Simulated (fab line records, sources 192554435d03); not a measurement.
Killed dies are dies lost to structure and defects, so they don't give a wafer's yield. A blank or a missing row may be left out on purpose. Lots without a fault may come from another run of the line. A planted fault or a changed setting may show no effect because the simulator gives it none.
One fault seen from 3 desks | flow n5_finfet | each desk has only its own numbers; what lay behind them comes last

THE DEFECT DESK
What the inspections along the route counted, lot by lot: means of the sampled wafers that have a number. A lot is out of limits, marked OUT, if its mean lies more than 4 standard deviations from the usual mean; the brackets give that distance.
Columns: A = raw_defect_count at N5_SDB_INSPECT_36, usual 39
lot  | first seen here | A
L826 | day 3 23:00     | 25
L829 | day 4 19:36     | 75
L835 | day 6 05:28     | 37
L840 | day 7 13:10     | 78
L841 | day 7 18:11     | 49
L842 | day 8 03:07     | 28
L843 | day 8 06:49     | 27
L845 | day 8 21:38     | 51
L846 | day 8 23:21     | 32
L849 | day 9 18:41     | 36
This desk's finding: nothing out of limits on any of the 10 lots.

THE METROLOGY DESK
What the gauges read, lot by lot, whatever tool the lot ran on: means of the sampled wafers that have a number. A lot is out of limits, marked OUT, if its mean lies more than 4 standard deviations from the usual mean; the brackets give that distance. Of its 11 readings 7 are shown: those that lie furthest out on some lot.
Columns: A = SDB_THK at N5_SDB_THK_MEAS_31, usual 64.0 nm; B = DIBL_N at N5_BEOL_M4_RC_MEAS_101, usual 35.9 mV/V; C = IOFF_P at N5_BEOL_M4_RC_MEAS_101, usual 0.208 nA/um; D = ION_P at N5_BEOL_M4_RC_MEAS_101, usual 462 uA/um; E = SS_N at N5_BEOL_M4_RC_MEAS_101, usual 71.5 mV/dec; F = VT_N at N5_BEOL_M4_RC_MEAS_101, usual 250.4 mV; G = VT_P at N5_BEOL_M4_RC_MEAS_101, usual -250.5 mV
lot  | first seen here | A    | B    | C     | D   | E    | F     | G
L826 | day 3 22:58     | 63.7 | 35.5 | 0.175 | 455 | 71.3 | 251.5 | -255.8
L829 | day 4 19:35     | 64.6 | 37.0 | 0.265 | 472 | 72.2 | 247.5 | -245.5
L835 | day 6 05:26     | 64.8 | 36.8 | 0.206 | 465 | 71.6 | 249.4 | -249.7
L840 | day 7 13:08     | 63.4 | 36.7 | 0.239 | 465 | 72.1 | 245.2 | -247.5
L841 | day 7 18:10     | 64.6 | 36.4 | 0.254 | 473 | 71.7 | 247.6 | -247.9
L842 | day 8 03:05     | 64.8 | 36.6 | 0.213 | 458 | 71.3 | 252.6 | -251.3
L843 | day 8 06:47     | 64.3 | 34.7 | 0.169 | 456 | 71.3 | 253.1 | -255.1
L845 | day 8 21:37     | 63.2 | 33.9 | 0.216 | 468 | 70.9 | 251.1 | -247.3
L846 | day 8 23:19     | 63.5 | 34.5 | 0.198 | 465 | 71.4 | 251.0 | -251.8
L849 | day 9 18:39     | 62.9 | 35.4 | 0.197 | 468 | 70.7 | 249.9 | -249.6
This desk's finding: nothing out of limits on any of the 10 lots.

THE TOOL OWNER'S DESK: rie_diel-06
The tool's own readings at N5_HKMG_FIN_ETCH_58 (etches SOC in N2/H2, target depth 215.8 nm, time 741 s): means of the sampled wafers that have a number, for each lot that ran on this tool. A lot is out of limits, marked OUT, if its mean lies more than 4 standard deviations from the usual mean; the brackets give that distance.
Columns: A = bias_w at N5_HKMG_FIN_ETCH_58, usual 13.00 W; B = chamber_pressure_mTorr at N5_HKMG_FIN_ETCH_58, usual 29.999 mTorr; C = drypump_motor_current_A at N5_HKMG_FIN_ETCH_58, usual 5.8 A; D = oes_product_au at N5_HKMG_FIN_ETCH_58, usual 0.79 a.u.; E = rf_vpp_V at N5_HKMG_FIN_ETCH_58, usual 99.1 V; F = showerhead_plenum_p_Torr at N5_HKMG_FIN_ETCH_58, usual 2.52 Torr; G = throttle_valve_pct at N5_HKMG_FIN_ETCH_58, usual 17.84 %
lot  | first seen here | A               | B      | C   | D    | E               | F    | G
L826 | day 4 00:55     | 13.00           | 30.009 | 6.0 | 0.81 | 99.4            | 2.49 | 17.70
L835 | day 6 09:01     | 13.00           | 30.003 | 5.9 | 0.82 | 99.7            | 2.56 | 17.77
L840 | day 7 16:43     | 11.95 (-29) OUT | 30.025 | 5.7 | 0.90 | 94.3 (-4.3) OUT | 2.64 | 17.68
L841 | day 7 21:19     | 11.96 (-29) OUT | 30.011 | 5.9 | 0.87 | 95.4            | 2.56 | 17.66
L842 | day 8 05:38     | 11.94 (-30) OUT | 30.006 | 5.7 | 0.88 | 94.0 (-4.6) OUT | 2.63 | 17.70
This desk's finding: out of limits on L840, L841, L842; first on L840, day 7 16:43 (bias_w at N5_HKMG_FIN_ETCH_58). In limits: L826, L835.

PUT TOGETHER
The tool owner's desk could have raised an alarm at day 7 16:43, on L840, L841, L842.
The defect desk saw nothing out of limits.
The metrology desk saw nothing out of limits.
The defect desk has L840, L841, L842 on record, within its limits.
The metrology desk has L840, L841, L842 on record, within its limits.
Of the lots named, all ran N5_HKMG_FIN_ETCH_58 on rie_diel-06.

WHAT THE SIMULATOR HAD PUT IN
Process parameter drift: rie_diel-06, from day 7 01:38 on, at N5_HKMG_FIN_ETCH_58. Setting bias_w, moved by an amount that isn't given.
Lots struck among those shown: L840, L841, L842.
Hours from the fault's start to each desk's first reading out of limits: the tool owner's desk, 15.
